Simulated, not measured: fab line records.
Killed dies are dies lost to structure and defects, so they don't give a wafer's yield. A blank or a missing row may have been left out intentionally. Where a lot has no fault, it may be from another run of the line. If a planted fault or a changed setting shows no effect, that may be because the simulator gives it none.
Which of the tools did it? :: flow n5Finfet :: Sampling: 22 lots, 66 wafers, 4 of 1938 route steps

WHAT THE GAUGES SHOWED, per wafer
N5_SD_EPI_N_CD_MEAS_09: the cd target is 120 nm. Usual: cdNm 119.9 nm, standard deviation 0.74.
lot: L074
measured: day 3 01:55
on: cdSem-01
cdNm (nm): 119.8 120.4 120.2
flag: 

lot: L075
measured: day 3 08:31
on: cdSem-02
cdNm (nm): 120.5 120.6 119.9
flag: 

lot: L076
measured: day 3 12:32
on: cdSem-03
cdNm (nm): 119.1 119.4 119.1
flag: 

lot: L077
measured: day 3 17:44
on: cdSem-03
cdNm (nm): 118.9 119.0 119.6
flag: 

lot: L078
measured: day 4 00:37
on: cdSem-02
cdNm (nm): 119.2 118.9 119.8
flag: 

lot: L079
measured: day 4 08:01
on: cdSem-01
cdNm (nm): 120.6 120.5 120.9
flag: 

lot: L080
measured: day 4 14:23
on: cdSem-01
cdNm (nm): 119.7 120.3 119.5
flag: 

lot: L082
measured: day 5 04:20
on: cdSem-01
cdNm (nm): 118.2 119.3 118.9
flag: 

lot: L083
measured: day 5 09:02
on: cdSem-01
cdNm (nm): 118.4 119.1 118.9
flag: 

lot: L084
measured: day 5 13:58
on: cdSem-01
cdNm (nm): 121.3 119.9 120.0
flag: 

lot: L085
measured: day 5 23:02
on: cdSem-03
cdNm (nm): 119.8 119.6 118.7
flag: 

lot: L086
measured: day 6 01:54
on: cdSem-03
cdNm (nm): 119.0 119.8 119.8
flag: 

lot: L087
measured: day 6 08:02
on: cdSem-02
cdNm (nm): 118.9 119.8 119.9
flag: 

lot: L088
measured: day 6 13:20
on: cdSem-01
cdNm (nm): 121.3 120.2 120.9
flag: 

lot: L089
measured: day 6 19:38
on: cdSem-01
cdNm (nm): 121.8 121.2 120.8
flag: 

lot: L090
measured: day 7 00:35
on: cdSem-01
cdNm (nm): 119.4 120.2 120.5
flag: 

lot: L092
measured: day 7 13:16
on: cdSem-02
cdNm (nm): 119.8 120.3 119.4
flag: 

lot: L093
measured: day 7 19:37
on: cdSem-01
cdNm (nm): 119.1 119.9 119.7
flag: 

lot: L094
measured: day 8 01:55
on: cdSem-02
cdNm (nm): 120.2 119.3 119.6
flag: 

lot: L095
measured: day 8 06:58
on: cdSem-02
cdNm (nm): 119.6 119.6 119.5
flag: 

lot: L096
measured: day 8 11:31
on: cdSem-01
cdNm (nm): 119.1 119.7 118.8
flag: 

lot: L097
measured: day 8 19:48
on: cdSem-03
cdNm (nm): 120.2 120.3 121.6
flag: 

EACH LOT AND THE TOOL THAT RAN IT (in order: tool; ch and the chambers of the sampled wafers; start)
lot: L074
N5_DUMMY_GATE_ETCH_31: rieDiel-03 ch 0,2,3, day 3 00:11
N5_DUMMY_GATE_ETCH_23: rieSi-04 ch 0,1,2, day 3 00:28
N5_DUMMY_GATE_ETCH_44: rieSi-04 ch 0,1,2, day 3 00:31

lot: L075
N5_DUMMY_GATE_ETCH_31: rieDiel-04 ch 0,3, day 3 06:47
N5_DUMMY_GATE_ETCH_23: rieSi-01 ch 2,3, day 3 07:04
N5_DUMMY_GATE_ETCH_44: rieSi-01 ch 2,3, day 3 07:08

lot: L076
N5_DUMMY_GATE_ETCH_31: rieDiel-02 ch 0,2, day 3 10:47
N5_DUMMY_GATE_ETCH_23: rieSi-06 ch 0,2,3, day 3 11:04
N5_DUMMY_GATE_ETCH_44: rieSi-06 ch 0,2,3, day 3 11:08

lot: L077
N5_DUMMY_GATE_ETCH_31: rieDiel-02 ch 2,3, day 3 15:49
N5_DUMMY_GATE_ETCH_23: rieSi-06 ch 0,2,3, day 3 16:05
N5_DUMMY_GATE_ETCH_44: rieSi-06 ch 0,2,3, day 3 16:09

lot: L078
N5_DUMMY_GATE_ETCH_31: rieDiel-04 ch 1,3, day 3 22:58
N5_DUMMY_GATE_ETCH_23: rieSi-06 ch 2,3, day 3 23:14
N5_DUMMY_GATE_ETCH_44: rieSi-06 ch 2,3, day 3 23:17

lot: L079
N5_DUMMY_GATE_ETCH_31: rieDiel-02 ch 0,3, day 4 06:20
N5_DUMMY_GATE_ETCH_23: rieSi-06 ch 1,3, day 4 06:37
N5_DUMMY_GATE_ETCH_44: rieSi-06 ch 1,3, day 4 06:41

lot: L080
N5_DUMMY_GATE_ETCH_31: rieDiel-02 ch 1,3, day 4 12:32
N5_DUMMY_GATE_ETCH_23: rieSi-01 ch 0,1, day 4 12:49
N5_DUMMY_GATE_ETCH_44: rieSi-01 ch 0,1, day 4 12:52

lot: L082
N5_DUMMY_GATE_ETCH_31: rieDiel-02 ch 1,2, day 5 02:10
N5_DUMMY_GATE_ETCH_23: rieSi-04 ch 1,2, day 5 02:27
N5_DUMMY_GATE_ETCH_44: rieSi-04 ch 1,2, day 5 02:31

lot: L083
N5_DUMMY_GATE_ETCH_31: rieDiel-03 ch 0,3, day 5 07:10
N5_DUMMY_GATE_ETCH_23: rieSi-06 ch 1,3, day 5 07:27
N5_DUMMY_GATE_ETCH_44: rieSi-06 ch 1,3, day 5 07:31

lot: L084
N5_DUMMY_GATE_ETCH_31: rieDiel-03 ch 0,1,3, day 5 12:22
N5_DUMMY_GATE_ETCH_23: rieSi-06 ch 0,2,3, day 5 12:38
N5_DUMMY_GATE_ETCH_44: rieSi-06 ch 0,2,3, day 5 12:42

lot: L085
N5_DUMMY_GATE_ETCH_31: rieDiel-03 ch 0,1, day 5 20:22
N5_DUMMY_GATE_ETCH_23: rieSi-04 ch 1,3, day 5 20:38
N5_DUMMY_GATE_ETCH_44: rieSi-04 ch 1,3, day 5 20:42

lot: L086
N5_DUMMY_GATE_ETCH_31: rieDiel-04 ch 0,3, day 6 00:10
N5_DUMMY_GATE_ETCH_23: rieSi-01 ch 1,2,3, day 6 00:27
N5_DUMMY_GATE_ETCH_44: rieSi-01 ch 1,2,3, day 6 00:30

lot: L087
N5_DUMMY_GATE_ETCH_31: rieDiel-04 ch 1,3, day 6 06:19
N5_DUMMY_GATE_ETCH_23: rieSi-06 ch 0,3, day 6 06:35
N5_DUMMY_GATE_ETCH_44: rieSi-06 ch 0,3, day 6 06:38

lot: L088
N5_DUMMY_GATE_ETCH_31: rieDiel-04 ch 0,1,2, day 6 11:20
N5_DUMMY_GATE_ETCH_23: rieSi-06 ch 0,1,2, day 6 11:37
N5_DUMMY_GATE_ETCH_44: rieSi-06 ch 0,1,2, day 6 11:40

lot: L089
N5_DUMMY_GATE_ETCH_31: rieDiel-03 ch 0,1,2, day 6 17:49
N5_DUMMY_GATE_ETCH_23: rieSi-01 ch 0,1,2, day 6 18:05
N5_DUMMY_GATE_ETCH_44: rieSi-01 ch 0,1,2, day 6 18:08

lot: L090
N5_DUMMY_GATE_ETCH_31: rieDiel-02 ch 0,1,3, day 6 22:51
N5_DUMMY_GATE_ETCH_23: rieSi-06 ch 0,1,3, day 6 23:08
N5_DUMMY_GATE_ETCH_44: rieSi-06 ch 0,1,3, day 6 23:11

lot: L092
N5_DUMMY_GATE_ETCH_31: rieDiel-02 ch 1,3, day 7 11:32
N5_DUMMY_GATE_ETCH_23: rieSi-01 ch 0,2,3, day 7 11:49
N5_DUMMY_GATE_ETCH_44: rieSi-01 ch 0,2,3, day 7 11:52

lot: L093
N5_DUMMY_GATE_ETCH_31: rieDiel-04 ch 0,1,2, day 7 18:01
N5_DUMMY_GATE_ETCH_23: rieSi-01 ch 1,2,3, day 7 18:17
N5_DUMMY_GATE_ETCH_44: rieSi-01 ch 1,2,3, day 7 18:21

lot: L094
N5_DUMMY_GATE_ETCH_31: rieDiel-02 ch 0,1,3, day 8 00:19
N5_DUMMY_GATE_ETCH_23: rieSi-06 ch 0,2, day 8 00:35
N5_DUMMY_GATE_ETCH_44: rieSi-06 ch 0,2, day 8 00:39

lot: L095
N5_DUMMY_GATE_ETCH_31: rieDiel-02 ch 0,1,3, day 8 05:19
N5_DUMMY_GATE_ETCH_23: rieSi-01 ch 0,1,2, day 8 05:34
N5_DUMMY_GATE_ETCH_44: rieSi-01 ch 0,1,2, day 8 05:38

lot: L096
N5_DUMMY_GATE_ETCH_31: rieDiel-02 ch 2,3, day 8 09:32
N5_DUMMY_GATE_ETCH_23: rieSi-06 ch 2,3, day 8 09:49
N5_DUMMY_GATE_ETCH_44: rieSi-06 ch 2,3, day 8 09:53

lot: L097
N5_DUMMY_GATE_ETCH_31: rieDiel-03 ch 1,2, day 8 18:11
N5_DUMMY_GATE_ETCH_23: rieSi-04 ch 1,2,3, day 8 18:28
N5_DUMMY_GATE_ETCH_44: rieSi-04 ch 1,2,3, day 8 18:31
- N5_DUMMY_GATE_ETCH_31: etches SiO2 in C4F6/O2, target depth 82.5 nm, time 27.5 s.
- N5_DUMMY_GATE_ETCH_23: etches poly-Si in HBr/Cl2/O2, target depth 41 nm, time 22.3 s.
- N5_DUMMY_GATE_ETCH_44: etches poly-Si in HBr/O2, stops on SiO2, target depth 127.5 nm.

AS READ BY THE TOOLS THEMSELVES (means over the sampled wafers that have a number; for cases with no such wafer, the mark the record gives instead)
N5_DUMMY_GATE_ETCH_31. Usual: drypumpMotorCurrentA 5.8 A, standard deviation 0.61; oesProductAu 0.76 a.u., standard deviation 0.075; rfVppV 667 V, standard deviation 13; showerheadPlenumPTorr 2.86 Torr, standard deviation 0.085; throttleValvePct 21.1 %, standard deviation 0.35.
lot: L074
tool: rieDiel-03
drypumpMotorCurrentA (A): 5.5
oesProductAu (a.u.): 0.77
rfVppV (V): 669
showerheadPlenumPTorr (Torr): 2.86
throttleValvePct (%): 21.2
flag: 

lot: L075
tool: rieDiel-04
drypumpMotorCurrentA (A): 6.2
oesProductAu (a.u.): 0.76
rfVppV (V): 658
showerheadPlenumPTorr (Torr): 2.78
throttleValvePct (%): 21.1
flag: 

lot: L076
tool: rieDiel-02
drypumpMotorCurrentA (A): 5.0
oesProductAu (a.u.): 0.71
rfVppV (V): 659
showerheadPlenumPTorr (Torr): 2.95
throttleValvePct (%): 21.6
flag: 

lot: L077
tool: rieDiel-02
drypumpMotorCurrentA (A): 6.0
oesProductAu (a.u.): 0.87
rfVppV (V): 671
showerheadPlenumPTorr (Torr): 2.86
throttleValvePct (%): 21.0
flag: 

lot: L078
tool: rieDiel-04
drypumpMotorCurrentA (A): 5.6
oesProductAu (a.u.): 0.82
rfVppV (V): 677
showerheadPlenumPTorr (Torr): 2.79
throttleValvePct (%): 20.8
flag: 

lot: L079
tool: rieDiel-02
drypumpMotorCurrentA (A): 6.3
oesProductAu (a.u.): 0.86
rfVppV (V): 664
showerheadPlenumPTorr (Torr): 2.86
throttleValvePct (%): 21.1
flag: 

lot: L080
tool: rieDiel-02
drypumpMotorCurrentA (A): 6.6
oesProductAu (a.u.): 0.79
rfVppV (V): 674
showerheadPlenumPTorr (Torr): 2.89
throttleValvePct (%): 21.1
flag: 

lot: L082
tool: rieDiel-02
drypumpMotorCurrentA (A): 5.3
oesProductAu (a.u.): 0.70
rfVppV (V): 669
showerheadPlenumPTorr (Torr): 2.94
throttleValvePct (%): 21.4
flag: 

lot: L083
tool: rieDiel-03
drypumpMotorCurrentA (A): 5.3
oesProductAu (a.u.): 0.74
rfVppV (V): 668
showerheadPlenumPTorr (Torr): 2.86
throttleValvePct (%): 21.4
flag: 

lot: L084
tool: rieDiel-03
drypumpMotorCurrentA (A): 5.7
oesProductAu (a.u.): 0.74
rfVppV (V): 672
showerheadPlenumPTorr (Torr): 2.88
throttleValvePct (%): 21.1
flag: 

lot: L085
tool: rieDiel-03
drypumpMotorCurrentA (A): 5.9
oesProductAu (a.u.): 0.71
rfVppV (V): 674
showerheadPlenumPTorr (Torr): 2.90
throttleValvePct (%): 21.1
flag: 

lot: L086
tool: rieDiel-04
drypumpMotorCurrentA (A): 6.0
oesProductAu (a.u.): 0.76
rfVppV (V): 650
showerheadPlenumPTorr (Torr): 2.70
throttleValvePct (%): 21.0
flag: 

lot: L087
tool: rieDiel-04
drypumpMotorCurrentA (A): 6.0
oesProductAu (a.u.): 0.77
rfVppV (V): 672
showerheadPlenumPTorr (Torr): 2.81
throttleValvePct (%): 21.0
flag: 

lot: L088
tool: rieDiel-04
drypumpMotorCurrentA (A): 5.5
oesProductAu (a.u.): 0.79
rfVppV (V): 665
showerheadPlenumPTorr (Torr): 2.75
throttleValvePct (%): 20.8
flag: 

lot: L089
tool: rieDiel-03
drypumpMotorCurrentA (A): 5.7
oesProductAu (a.u.): 0.71
rfVppV (V): 674
showerheadPlenumPTorr (Torr): 2.86
throttleValvePct (%): 21.3
flag: 

lot: L090
tool: rieDiel-02
drypumpMotorCurrentA (A): 6.3
oesProductAu (a.u.): 0.76
rfVppV (V): 664
showerheadPlenumPTorr (Torr): 2.89
throttleValvePct (%): 21.2
flag: 

lot: L092
tool: rieDiel-02
drypumpMotorCurrentA (A): 6.6
oesProductAu (a.u.): 0.82
rfVppV (V): 674
showerheadPlenumPTorr (Torr): 2.84
throttleValvePct (%): 21.0
flag: 

lot: L093
tool: rieDiel-04
drypumpMotorCurrentA (A): 5.5
oesProductAu (a.u.): 0.78
rfVppV (V): 665
showerheadPlenumPTorr (Torr): 2.74
throttleValvePct (%): 20.8
flag: 

lot: L094
tool: rieDiel-02
drypumpMotorCurrentA (A): 6.3
oesProductAu (a.u.): 0.75
rfVppV (V): 664
showerheadPlenumPTorr (Torr): 2.88
throttleValvePct (%): 21.3
flag: 

lot: L095
tool: rieDiel-02
drypumpMotorCurrentA (A): 6.3
oesProductAu (a.u.): 0.75
rfVppV (V): 663
showerheadPlenumPTorr (Torr): 2.88
throttleValvePct (%): 21.3
flag: 

lot: L096
tool: rieDiel-02
drypumpMotorCurrentA (A): 5.3
oesProductAu (a.u.): 0.94
rfVppV (V): 668
showerheadPlenumPTorr (Torr): 2.89
throttleValvePct (%): 21.1
flag: 

lot: L097
tool: rieDiel-03
drypumpMotorCurrentA (A): 5.8
oesProductAu (a.u.): 0.72
rfVppV (V): 675
showerheadPlenumPTorr (Torr): 2.85
throttleValvePct (%): 21.2
flag: 

N5_DUMMY_GATE_ETCH_23. Usual: drypumpMotorCurrentA 5.8 A, standard deviation 0.37; mfcCl2Sccm 80.01 sccm, standard deviation 0.23; oesProductAu 0.990 a.u., standard deviation 0.024; throttleValvePct 37.2 %, standard deviation 0.3.
lot: L074
tool: rieSi-04
drypumpMotorCurrentA (A): 5.5
mfcCl2Sccm (sccm): 80.20
oesProductAu (a.u.): 0.997
throttleValvePct (%): 37.2
flag: 

lot: L075
tool: rieSi-01
drypumpMotorCurrentA (A): 5.9
mfcCl2Sccm (sccm): 80.11
oesProductAu (a.u.): 0.981
throttleValvePct (%): 37.1
flag: 

lot: L076
tool: rieSi-06
drypumpMotorCurrentA (A): 5.6
mfcCl2Sccm (sccm): 80.14
oesProductAu (a.u.): 0.983
throttleValvePct (%): 37.0
flag: 

lot: L077
tool: rieSi-06
drypumpMotorCurrentA (A): 5.6
mfcCl2Sccm (sccm): 80.02
oesProductAu (a.u.): 0.987
throttleValvePct (%): 37.0
flag: 

lot: L078
tool: rieSi-06
drypumpMotorCurrentA (A): 5.3
mfcCl2Sccm (sccm): 80.13
oesProductAu (a.u.): 0.998
throttleValvePct (%): 36.8
flag: 

lot: L079
tool: rieSi-06
drypumpMotorCurrentA (A): 5.3
mfcCl2Sccm (sccm): 80.01
oesProductAu (a.u.): 1.026
throttleValvePct (%): 37.0
flag: 

lot: L080
tool: rieSi-01
drypumpMotorCurrentA (A): 6.2
mfcCl2Sccm (sccm): 79.89
oesProductAu (a.u.): 1.000
throttleValvePct (%): 37.1
flag: 

lot: L082
tool: rieSi-04
drypumpMotorCurrentA (A): 5.5
mfcCl2Sccm (sccm): 80.15
oesProductAu (a.u.): 0.981
throttleValvePct (%): 37.2
flag: 

lot: L083
tool: rieSi-06
drypumpMotorCurrentA (A): 5.6
mfcCl2Sccm (sccm): 79.93
oesProductAu (a.u.): 1.016
throttleValvePct (%): 37.3
flag: 

lot: L084
tool: rieSi-06
drypumpMotorCurrentA (A): 5.6
mfcCl2Sccm (sccm): 79.74
oesProductAu (a.u.): 0.987
throttleValvePct (%): 37.0
flag: 

lot: L085
tool: rieSi-04
drypumpMotorCurrentA (A): 5.7
mfcCl2Sccm (sccm): 80.16
oesProductAu (a.u.): 0.999
throttleValvePct (%): 37.4
flag: 

lot: L086
tool: rieSi-01
drypumpMotorCurrentA (A): 6.0
mfcCl2Sccm (sccm): 80.09
oesProductAu (a.u.): 0.995
throttleValvePct (%): 37.1
flag: 

lot: L087
tool: rieSi-06
drypumpMotorCurrentA (A): 5.7
mfcCl2Sccm (sccm): 80.11
oesProductAu (a.u.): 0.987
throttleValvePct (%): 37.2
flag: 

lot: L088
tool: rieSi-06
drypumpMotorCurrentA (A): 5.9
mfcCl2Sccm (sccm): 79.86
oesProductAu (a.u.): 0.968
throttleValvePct (%): 37.2
flag: 

lot: L089
tool: rieSi-01
drypumpMotorCurrentA (A): 6.0
mfcCl2Sccm (sccm): 80.05
oesProductAu (a.u.): 1.005
throttleValvePct (%): 37.1
flag: 

lot: L090
tool: rieSi-06
drypumpMotorCurrentA (A): 5.6
mfcCl2Sccm (sccm): 79.67
oesProductAu (a.u.): 0.997
throttleValvePct (%): 37.2
flag: 

lot: L092
tool: rieSi-01
drypumpMotorCurrentA (A): 5.9
mfcCl2Sccm (sccm): 79.86
oesProductAu (a.u.): 0.984
throttleValvePct (%): 37.1
flag: 

lot: L093
tool: rieSi-01
drypumpMotorCurrentA (A): 5.9
mfcCl2Sccm (sccm): 80.09
oesProductAu (a.u.): 0.980
throttleValvePct (%): 37.1
flag: 

lot: L094
tool: rieSi-06
drypumpMotorCurrentA (A): 5.9
mfcCl2Sccm (sccm): 80.24
oesProductAu (a.u.): 0.961
throttleValvePct (%): 37.2
flag: 

lot: L095
tool: rieSi-01
drypumpMotorCurrentA (A): 6.0
mfcCl2Sccm (sccm): 79.90
oesProductAu (a.u.): 0.997
throttleValvePct (%): 37.1
flag: 

lot: L096
tool: rieSi-06
drypumpMotorCurrentA (A): 5.6
mfcCl2Sccm (sccm): 80.18
oesProductAu (a.u.): 0.978
throttleValvePct (%): 36.9
flag: 

lot: L097
tool: rieSi-04
drypumpMotorCurrentA (A): 5.8
mfcCl2Sccm (sccm): 79.98
oesProductAu (a.u.): 0.992
throttleValvePct (%): 37.5
flag: 

N5_DUMMY_GATE_ETCH_44. Usual: drypumpMotorCurrentA 5.8 A, standard deviation 0.37; oesProductAu 0.724 a.u., standard deviation 0.013; throttleValvePct 18.44 %, standard deviation 0.2.
lot: L074
tool: rieSi-04
drypumpMotorCurrentA (A): 5.5
oesProductAu (a.u.): 0.725
throttleValvePct (%): 18.43
flag: 

lot: L075
tool: rieSi-01
drypumpMotorCurrentA (A): 5.8
oesProductAu (a.u.): 0.720
throttleValvePct (%): 18.61
flag: 

lot: L076
tool: rieSi-06
drypumpMotorCurrentA (A): 5.6
oesProductAu (a.u.): 0.722
throttleValvePct (%): 18.31
flag: 

lot: L077
tool: rieSi-06
drypumpMotorCurrentA (A): 5.7
oesProductAu (a.u.): 0.726
throttleValvePct (%): 18.32
flag: 

lot: L078
tool: rieSi-06
drypumpMotorCurrentA (A): 5.3
oesProductAu (a.u.): 0.728
throttleValvePct (%): 18.23
flag: 

lot: L079
tool: rieSi-06
drypumpMotorCurrentA (A): 5.3
oesProductAu (a.u.): 0.733
throttleValvePct (%): 18.35
flag: 

lot: L080
tool: rieSi-01
drypumpMotorCurrentA (A): 6.2
oesProductAu (a.u.): 0.731
throttleValvePct (%): 18.30
flag: 

lot: L082
tool: rieSi-04
drypumpMotorCurrentA (A): 5.5
oesProductAu (a.u.): 0.717
throttleValvePct (%): 18.38
flag: 

lot: L083
tool: rieSi-06
drypumpMotorCurrentA (A): 5.6
oesProductAu (a.u.): 0.736
throttleValvePct (%): 18.46
flag: 

lot: L084
tool: rieSi-06
drypumpMotorCurrentA (A): 5.6
oesProductAu (a.u.): 0.720
throttleValvePct (%): 18.32
flag: 

lot: L085
tool: rieSi-04
drypumpMotorCurrentA (A): 5.7
oesProductAu (a.u.): 0.729
throttleValvePct (%): 18.57
flag: 

lot: L086
tool: rieSi-01
drypumpMotorCurrentA (A): 6.0
oesProductAu (a.u.): 0.713
throttleValvePct (%): 18.52
flag: 

lot: L087
tool: rieSi-06
drypumpMotorCurrentA (A): 5.6
oesProductAu (a.u.): 0.725
throttleValvePct (%): 18.44
flag: 

lot: L088
tool: rieSi-06
drypumpMotorCurrentA (A): 5.9
oesProductAu (a.u.): 0.724
throttleValvePct (%): 18.42
flag: 

lot: L089
tool: rieSi-01
drypumpMotorCurrentA (A): 6.0
oesProductAu (a.u.): 0.731
throttleValvePct (%): 18.35
flag: 

lot: L090
tool: rieSi-06
drypumpMotorCurrentA (A): 5.7
oesProductAu (a.u.): 0.730
throttleValvePct (%): 18.45
flag: 

lot: L092
tool: rieSi-01
drypumpMotorCurrentA (A): 5.8
oesProductAu (a.u.): 0.727
throttleValvePct (%): 18.45
flag: 

lot: L093
tool: rieSi-01
drypumpMotorCurrentA (A): 6.0
oesProductAu (a.u.): 0.719
throttleValvePct (%): 18.52
flag: 

lot: L094
tool: rieSi-06
drypumpMotorCurrentA (A): 6.0
oesProductAu (a.u.): 0.712
throttleValvePct (%): 18.41
flag: 

lot: L095
tool: rieSi-01
drypumpMotorCurrentA (A): 6.0
oesProductAu (a.u.): 0.727
throttleValvePct (%): 18.36
flag: 

lot: L096
tool: rieSi-06
drypumpMotorCurrentA (A): 5.6
oesProductAu (a.u.): 0.722
throttleValvePct (%): 18.19
flag: 

lot: L097
tool: rieSi-04
drypumpMotorCurrentA (A): 5.8
oesProductAu (a.u.): 0.720
throttleValvePct (%): 18.60
flag: 

THE ANSWER, worked out from the rows above alone
Rule: take the mean of a lot's wafers that have a number; if it is more than 3 standard deviations from the usual mean, the lot is off. Also off: a lot with no number at a reading for which 4 or more lots have one. Any other lot the step has rows for is counted as sound. First the gauges in route order, then the tools' own readings, where a lot's mean is used as printed above. At the first step where some lot is off, the reading lying furthest off is the one used; lots without a number count as furthest.
None of the lots is off at any reading shown; this tells nothing.

WHAT HAD BEEN PUT IN BY THE SIMULATOR
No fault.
